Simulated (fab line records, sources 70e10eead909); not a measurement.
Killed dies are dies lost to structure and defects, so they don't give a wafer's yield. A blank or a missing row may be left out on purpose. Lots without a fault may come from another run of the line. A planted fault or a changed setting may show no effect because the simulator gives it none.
Chamber matching | flow nand_harc | NHARC_A_STAIRCASE_TRIM_20 on rie_diel-02: 4 sister chambers
The step chemistry O2, time 211.2 s. 14 wafers are shown with their chamber, then 7 later ones without.

WAFERS WITH THEIR CHAMBER
wafer  | chamber | showerhead_plenum_p_Torr (Torr) | oes_product_au (a.u.) | rf_vpp_V (V)
L082.2 | 3       | 3.41                            | 0.999                 | 57.5
L082.3 | 2       | 3.46                            | 0.999                 | 58.2
L082.4 | 1       | 3.80                            | 0.991                 | 58.8
L083.2 | 1       | 3.80                            | 0.990                 | 59.1
L083.3 | 0       | 3.77                            | 0.992                 | 57.4
L083.6 | 0       | 3.77                            | 0.989                 | 59.5
L084.1 | 1       | 3.79                            | 0.990                 | 59.5
L084.3 | 0       | 3.77                            | 0.986                 | 60.5
L084.6 | 2       | 3.46                            | 0.999                 | 55.9
L085.1 | 1       | 3.79                            | 0.982                 | 59.1
L085.3 | 0       | 3.76                            | 0.991                 | 57.3
L085.6 | 0       | 3.76                            | 0.994                 | 58.6
L088.2 | 1       | 3.79                            | 0.980                 | 58.5
L088.3 | 0       | 3.76                            | 0.986                 | 57.3

SIGNATURES (means of the wafers above)
reading                  | chamber 0 | chamber 1 | chamber 2 | chamber 3 | scatter within a chamber
showerhead_plenum_p_Torr | 3.7650    | 3.7940    | 3.4600    | 3.4100    | 0.0052
oes_product_au           | 0.98967   | 0.98660   | 0.99900   | 0.99900   | 0.00401
rf_vpp_V                 | 58.433    | 59.000    | 57.050    | 57.500    | 1.11
Rule: a wafer's distance from a chamber is the root of the sum, over the readings, of the square of ((its reading less the chamber's mean) divided by the reading's scatter). The wafer belongs to the nearest chamber; if the next one is less than 2 further off, it can't be placed. The scatter: the root of (the sum of the squares of (reading less its chamber's mean) over the shown wafers, divided by (wafers less chambers)).

WAFERS WITHOUT THEIR CHAMBER
wafer  | showerhead_plenum_p_Torr (Torr) | oes_product_au (a.u.) | rf_vpp_V (V)
L088.5 | 3.40                            | 0.994                 | 57.4
L091.1 | 3.75                            | 0.996                 | 57.2
L091.3 | 3.40                            | 1.006                 | 58.6
L091.5 | 3.40                            | 1.011                 | 58.0
L097.3 | 3.39                            | 0.998                 | 57.7
L097.4 | 3.44                            | 0.988                 | 57.9
L097.5 | 3.39                            | 0.996                 | 57.2

WHICH CHAMBER EACH WENT THROUGH
wafer  | from the rows above     | in truth
L088.5 | 3                       | 3
L091.1 | 0                       | 0
L091.3 | 3                       | 3
L091.5 | 3                       | 3
L097.3 | 3                       | 3
L097.4 | can't be placed: 2 or 3 | 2
L097.5 | 3                       | 3
Placed correctly: 6 of 7. Can't be placed from these rows: 1 (the true chamber is among the candidates in 1). Placed wrongly: 0.
